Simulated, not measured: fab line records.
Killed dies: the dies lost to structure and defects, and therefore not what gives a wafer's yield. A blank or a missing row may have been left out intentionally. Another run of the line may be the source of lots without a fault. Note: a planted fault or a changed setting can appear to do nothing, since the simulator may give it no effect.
Matching of chambers | flow nand-harc | ald-hk-03 running NHARC_A_CHANNEL_FILL_D1_ALD_14: 4 sister chambers
The step deposits SiO2, target thk 2.5 nm, pulse time 10 s, ald cycles 25. 16 wafers are shown with their chamber, then 8 later ones without.

## WAFERS, EACH WITH ITS CHAMBER
wafer  | chamber | heater-power-w (W) | precursor-pulse-height-rel
L074.4 | 1       | 444                | 0.989
L074.5 | 3       | 435                | 1.012
L074.6 | 2       | 605                | 1.009
L078.2 | 0       | 511                | 1.010
L078.5 | 3       | 430                | 0.984
L078.6 | 0       | 501                | 1.006
L079.1 | 1       | 448                | 0.999
L079.2 | 2       | 583                | 0.993
L079.6 | 2       | 591                | 1.016
L081.3 | 0       | 505                | 1.010
L081.4 | 3       | 425                | 1.003
L081.6 | 3       | 427                | 0.997
L080.1 | 1       | 453                | 0.990
L080.2 | 0       | 500                | 0.977
L080.3 | 3       | 408                | 0.995
L086.1 | 1       | 455                | 0.996

SIGNATURES, as means of the wafers listed above
reading                    | chamber 0 | chamber 1 | chamber 2 | chamber 3 | scatter within a chamber
heater-power-w             | 504.25    | 450.00    | 593.00    | 425.00    | 8.24
precursor-pulse-height-rel | 1.00075   | 0.99350   | 1.00600   | 0.99820   | 0.0113
Rule: a wafer's distance from a chamber is the root of the sum, over the readings, of the square of ((its reading less the chamber's mean) divided by the reading's scatter). The wafer belongs to the nearest chamber; if the next one is less than 2 further off, it can't be placed. The scatter: take each reading less its chamber's mean, square it, sum over the shown wafers, divide by the number of wafers less the number of chambers, and take the root.

## WAFERS WHOSE CHAMBER IS MISSING
wafer  | heater-power-w (W) | precursor-pulse-height-rel
L086.2 | 509                | 0.962
L086.3 | 429                | 0.973
L088.4 | 588                | 1.004
L088.5 | 495                | 0.966
L088.6 | 428                | 1.015
L093.1 | 443                | 0.994
L093.2 | 417                | 0.961
L093.3 | 511                | 0.998

## WHICH CHAMBER EACH ONE RAN IN
wafer  | from the rows above     | in truth
L086.2 | 0                       | 0
L086.3 | can't be placed: 3 or 1 | 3
L088.4 | 2                       | 2
L088.5 | 0                       | 0
L088.6 | can't be placed: 3 or 1 | 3
L093.1 | can't be placed: 1 or 3 | 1
L093.2 | can't be placed: 3 or 1 | 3
L093.3 | 0                       | 0
Correctly placed: 4 of 8. Can't be placed from these rows: 4 (the true chamber is among the candidates in 4). Wrongly placed: 0.
